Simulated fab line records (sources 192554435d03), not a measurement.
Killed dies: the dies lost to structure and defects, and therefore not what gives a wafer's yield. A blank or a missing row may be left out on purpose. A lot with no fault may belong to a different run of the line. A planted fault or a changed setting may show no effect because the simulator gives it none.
fab line records	flow n5_finfet
record: lots: 11	wafers: 33	last_day: 19
route steps=1938 shown BEOL_M11@1570
lots that met no fault: taken from a fault-free run of the same line
start_h: start of the lot's first displayed wafer, in hours after the record's first day	wait_h: how many hours have passed since the lot's step before this one	" identical to the entry in the row above	L1.1+2: several wafers, shown together as one row	- no value, or no start given	* or withheld: withheld	< > ~ a bound
route shown NAME@n: names a module that has steps shown in the file, with the first one's number in the route	usual: mean and standard deviation over wafers with no fault	same: alike in all rows	chamber/n: place in a boat	sites: the reading at each site	_std_site: the standard deviation of these	_edge_site: the outer-site mean with the inner-site mean subtracted	radius_mm: for every site, how far away it sits from the centre of the wafer	mask NAME#n: copy n	behind: the last tool/chamber to shape the wafer	hold: what put the lot on hold/how long, in hours/how the hold closed	device: the n, p or np transistor that did not switch	end of line: at the end of the route, the tests of the same wafers	a step given without rows: its recipe and nothing more	killed: the dies lost at the first sort to structure and to defects; this is not the yield of the wafer	map: a wafer's dies, marking killed ones x, the rest . and places with no die _
set.NAME: the setting the step ran with; set.NAME@STEP: the setting that earlier step ran with	model.NAME: the simulator's own value behind a step, which no gauge read
steps of the route over a sample of lots; a table a step, a row a wafer
services: from which hour (start_h, from the record's first day; less than 0 if before it) a tool's chamber was out of use, for how many hours, and why
== steps ==
step: N5_BEOL_M11_INSPECT_30
recipe: mode: adi	inspect_instrument: brightfield
usual: raw_defect_count: 431/100
lot.wafer	tool	chamber	start_h	wait_h	raw_defect_count
L443.1	defect_inspect-01	-	266.27	0.0	366
L443.3	"	-	"	"	356
L443.5	"	-	"	"	321
L444.1	defect_inspect-02	-	270.06	0.0	418
L444.4	"	-	"	"	369
L444.6	"	-	"	"	410
L447.1	defect_inspect-02	-	290.00	0.0	401
L447.3	"	-	"	"	457
L447.6	"	-	"	"	483
L449.1	defect_inspect-01	-	295.04	0.0	417
L449.3	"	-	"	"	360
L449.4	"	-	"	"	422
L450.1	defect_inspect-01	-	295.12	0.0	317
L450.4	"	-	"	"	323
L450.6	"	-	"	"	432
L452.1	defect_inspect-01	-	323.34	0.0	469
L452.2	"	-	"	"	449
L452.3	"	-	"	"	548
L460.1	defect_inspect-02	-	366.61	0.0	394
L460.4	"	-	"	"	316
L460.6	"	-	"	"	404
L463.3	defect_inspect-02	-	383.00	0.0	487
L463.5	"	-	"	"	494
L463.6	"	-	"	"	631
L462.1	defect_inspect-02	-	383.23	0.0	637
L462.3	"	-	"	"	429
L462.5	"	-	"	"	511
L466.1	defect_inspect-02	-	400.82	0.0	455
L466.3	"	-	"	"	474
L466.4	"	-	"	"	614
L465.3	defect_inspect-01	-	405.41	0.0	334
L465.4	"	-	"	"	282
L465.5	"	-	"	"	289
step: N5_BEOL_M11_DESCUM_33
recipe: chemistry: O2	time_s: 7.9	source_power_w: 50	bias_power_w: 20	pressure_mtorr: 20	rf_frequency_hz: 2.712e+07	temp_c: 40	resist: CAR-ArF	o2_flow_sccm: 225
usual: drypump_motor_current_A: 5.9/0.35	oes_product_au: 0.81/0.087	rf_vpp_V: 243.7/1.1	showerhead_plenum_p_Torr: 2.12/0.06	throttle_valve_pct: 20.44/0.21
lot.wafer	tool	chamber	start_h	wait_h	drypump_motor_current_A	oes_product_au	rf_hours_counter_h	rf_vpp_V	showerhead_plenum_p_Torr	throttle_valve_pct
L443.1	rie_diel-01	1	266.47	0.2	5.8	0.91	14	244.1	2.16	20.52
L443.3	"	3	"	"	5.8	0.81	81	243.3	2.11	20.40
L443.5	"	3	"	"	5.8	0.82	-	243.5	2.11	20.43
L444.1	rie_diel-02	0	270.33	0.3	5.5	0.74	190	243.5	2.16	20.90
L444.4	"	2	"	"	6.2	0.67	239	241.6	2.06	20.34
L444.6	"	1	"	"	5.7	0.89	-	244.4	2.12	20.12
L447.1	rie_diel-02	3	290.04	0.0	6.3	0.86	60	246.7	2.22	20.45
L447.3	"	1	"	"	5.7	0.88	36	244.6	2.11	20.12
L447.6	"	0	"	"	5.5	0.73	-	243.1	2.15	20.89
L449.1	rie_diel-01	3	295.07	0.0	5.8	0.81	92	244.4	2.10	20.44
L449.3	"	2	"	"	5.8	0.93	37	245.5	2.22	20.29
L449.4	"	1	"	"	5.8	0.88	25	243.6	2.15	20.54
L450.1	rie_diel-05	2	295.64	0.5	5.0	0.71	210	242.2	1.99	20.40
L450.4	"	0	"	"	6.1	0.67	247	243.9	2.14	20.56
L450.6	"	1	"	"	6.0	0.72	-	244.1	2.07	20.43
L452.1	rie_diel-01	0	323.66	0.3	6.3	0.80	98	243.1	2.10	20.60
L452.2	"	3	"	"	5.8	0.79	100	243.5	2.10	20.45
L452.3	"	2	"	"	5.8	0.92	45	246.0	2.21	20.28
L460.1	rie_diel-02	3	366.95	0.3	6.2	0.83	84	244.0	2.21	20.46
L460.4	"	1	"	"	5.7	0.84	59	244.9	2.11	20.15
L460.6	"	2	"	"	6.2	0.93	-	242.2	2.05	20.01
L463.3	rie_diel-01	1	383.25	0.2	5.8	0.85	52	243.6	2.14	20.59
L463.5	"	0	"	"	6.3	0.79	-	244.3	2.09	20.63
L463.6	"	2	"	"	5.9	0.90	-	244.0	2.21	20.32
L462.1	rie_diel-05	0	384.04	0.8	6.1	0.93	17	244.4	2.14	20.25
L462.3	"	3	"	"	5.7	0.86	40	243.7	2.13	20.40
L462.5	"	1	"	"	6.0	0.70	-	242.7	2.06	20.47
L466.1	rie_diel-01	1	400.86	0.0	5.8	0.83	58	243.3	2.14	20.59
L466.3	"	2	"	"	5.8	0.89	69	246.1	2.20	20.34
L466.4	"	3	"	"	5.8	0.78	118	242.9	2.09	20.48
L465.3	rie_diel-02	1	405.44	0.0	5.7	0.83	72	243.9	2.10	20.20
L465.4	"	2	"	"	6.1	0.90	22	241.8	2.04	20.03
L465.5	"	0	"	"	5.4	0.70	-	243.9	2.14	20.94
step: N5_BEOL_M11_CD_MEAS_35
recipe: target_cd_nm: 70	polarity: opening
usual: cd_nm: 69.8/0.78
lot.wafer	tool	chamber	start_h	wait_h	cd_nm
L443.1	cd_sem-03	-	267.11	0.0	70.5
L443.3	"	-	"	"	69.7
L443.5	"	-	"	"	70.9
L444.1	cd_sem-03	-	270.99	0.0	69.9
L444.4	"	-	"	"	70.1
L444.6	"	-	"	"	69.2
L447.1	cd_sem-01	-	290.69	0.0	70.7
L447.3	"	-	"	"	69.4
L447.6	"	-	"	"	70.6
L449.1	cd_sem-01	-	295.73	0.0	69.5
L449.3	"	-	"	"	68.6
L449.4	"	-	"	"	69.7
L450.1	cd_sem-03	-	296.29	0.0	69.0
L450.4	"	-	"	"	70.4
L450.6	"	-	"	"	69.3
L452.1	cd_sem-02	-	324.32	0.0	70.5
L452.2	"	-	"	"	70.8
L452.3	"	-	"	"	70.7
L460.1	cd_sem-02	-	367.59	0.0	68.1
L460.4	"	-	"	"	68.9
L460.6	"	-	"	"	68.7
L463.3	cd_sem-03	-	383.90	0.0	70.9
L463.5	"	-	"	"	71.0
L463.6	"	-	"	"	70.0
L462.1	cd_sem-02	-	384.69	0.0	69.6
L462.3	"	-	"	"	69.7
L462.5	"	-	"	"	68.9
L466.1	cd_sem-01	-	401.50	0.0	71.2
L466.3	"	-	"	"	70.0
L466.4	"	-	"	"	70.6
L465.3	cd_sem-01	-	406.09	0.0	69.7
L465.4	"	-	"	"	70.2
L465.5	"	-	"	"	70.1
step: N5_BEOL_M11_ALD_74
recipe: material: TaN	target_thk_a: 20	temp_c: 275	ald_precursor_family: PDMAT	ald_co_reactant: NH3	pressure_torr: 3	carrier_flow_sccm: 1500	pulse_time_s: 2	purge_time_s: 3	co_reactant_purge_time_s: 2	co_reactant_pulse_time_s: 3	ald_cycles: 40	precursor_vessel_temp_c: 75	precursor_vessel_pressure_torr: 26.25	precursor_vessel_carrier_sccm: 1000
usual: ald_cycles: 40/0	heater_power_outer_w: 214/33	heater_power_w: 386/61	susceptor_temp_C: 274.99/0.19
same: co_reactant_purge_time_s: 2
lot.wafer	tool	chamber	start_h	wait_h	ald_cycles	heater_power_outer_w	heater_power_w	susceptor_temp_C
L443.1	ald_metal-03	1	267.64	0.1	40	231	421	274.93
L443.3	"	3	"	"	40	280	483	275.06
L443.5	"	2	"	"	40	257	485	275.11
L444.1	ald_metal-02	1	272.33	0.0	40	168	302	275.34
L444.4	"	0	"	"	40	202	360	274.88
L444.6	"	1	"	"	40	175	296	275.16
L447.1	ald_metal-02	3	292.42	0.0	40	242	440	274.63
L447.3	"	2	"	"	40	177	327	274.80
L447.6	"	2	"	"	40	179	332	274.53
L449.1	ald_metal-02	2	296.49	0.0	40	178	336	274.92
L449.3	"	1	"	"	40	167	300	274.95
L449.4	"	0	"	"	40	207	360	275.30
L450.1	ald_metal-01	0	298.56	0.0	40	244	438	274.85
L450.4	"	2	"	"	40	214	388	274.72
L450.6	"	1	"	"	40	288	506	275.06
L452.1	ald_metal-02	0	326.09	0.3	40	208	358	275.04
L452.2	"	2	"	"	36	179	336	-
L452.3	"	3	"	"	40	232	449	275.43
L460.1	ald_metal-03	2	369.73	0.0	40	249	487	275.01
L460.4	"	1	"	"	40	223	419	274.37
L460.6	"	2	"	"	40	255	485	274.76
L463.3	ald_metal-02	3	384.54	0.2	40	235	444	275.02
L463.5	"	2	"	"	40	184	333	274.90
L463.6	"	3	"	"	40	232	443	274.82
L462.1	ald_metal-02	0	385.20	0.1	40	205	366	274.93
L462.3	"	1	"	"	40	173	300	275.28
L462.5	"	0	"	"	40	204	363	275.08
L466.1	ald_metal-02	1	402.26	0.0	40	170	303	274.91
L466.3	"	2	"	"	40	176	334	275.12
L466.4	"	3	"	"	40	237	446	274.75
L465.3	ald_metal-02	3	407.00	0.0	40	231	462	274.67
L465.4	"	0	"	"	40	202	359	274.96
L465.5	"	3	"	"	40	234	425	274.84
== services ==
tool	chamber	start_h	hours	kind
rie_diel-01	3	252.29	4.1	repair
rie_diel-02	-	263.90	1.7	repair
ald_metal-02	1	280.75	5.6	repair
rie_diel-05	0	306.85	-	clean
rie_diel-05	0	306.85	-	consumable_replace:focus_ring
rie_diel-05	0	306.85	23.4	scheduled_down
rie_diel-05	0	306.85	23.4	vent_cycle
rie_diel-01	0	309.55	5.6	repair
rie_diel-02	2	313.40	-	clean
rie_diel-02	2	313.40	-	consumable_replace:focus_ring
rie_diel-02	2	313.40	18.2	scheduled_down
rie_diel-02	2	313.40	18.2	vent_cycle
rie_diel-01	-	320.61	2.8	pm
ald_metal-01	-	337.25	14.0	pm
ald_metal-01	0	337.25	14.0	vent_cycle
ald_metal-01	1	337.25	37.6	vent_cycle
ald_metal-01	2	337.25	14.0	vent_cycle
ald_metal-01	3	337.25	14.0	vent_cycle
ald_metal-01	0	351.25	-	clean
ald_metal-01	2	351.25	-	clean
ald_metal-01	3	351.25	-	clean
rie_diel-01	3	370.74	13.1	repair
rie_diel-02	3	383.28	7.3	repair
ald_metal-01	-	396.69	2.8	pm
== key ==
first_sign: step: N5_BEOL_M11_ALD_74	reading: ald_cycles	direction: down	sigmas: 99+	usual: *	struck: *
effect none on later readings
met_at N5_BEOL_M11_ALD_74
struck_lots L452
struck_wafers L452.2
not_acting_at N5_BEOL_M11_INSPECT_30,N5_BEOL_M11_DESCUM_33,N5_BEOL_M11_CD_MEAS_35
onset_between 296.49 326.09
fault: kind: process_parameter_drift	tool: ald_metal-02	chamber: 2	onset_h: 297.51	steps: N5_BEOL_M11_ALD_74	channel: ald_cycles	offset: *	shape: step	end_h: 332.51	acts_in: *	stated: *
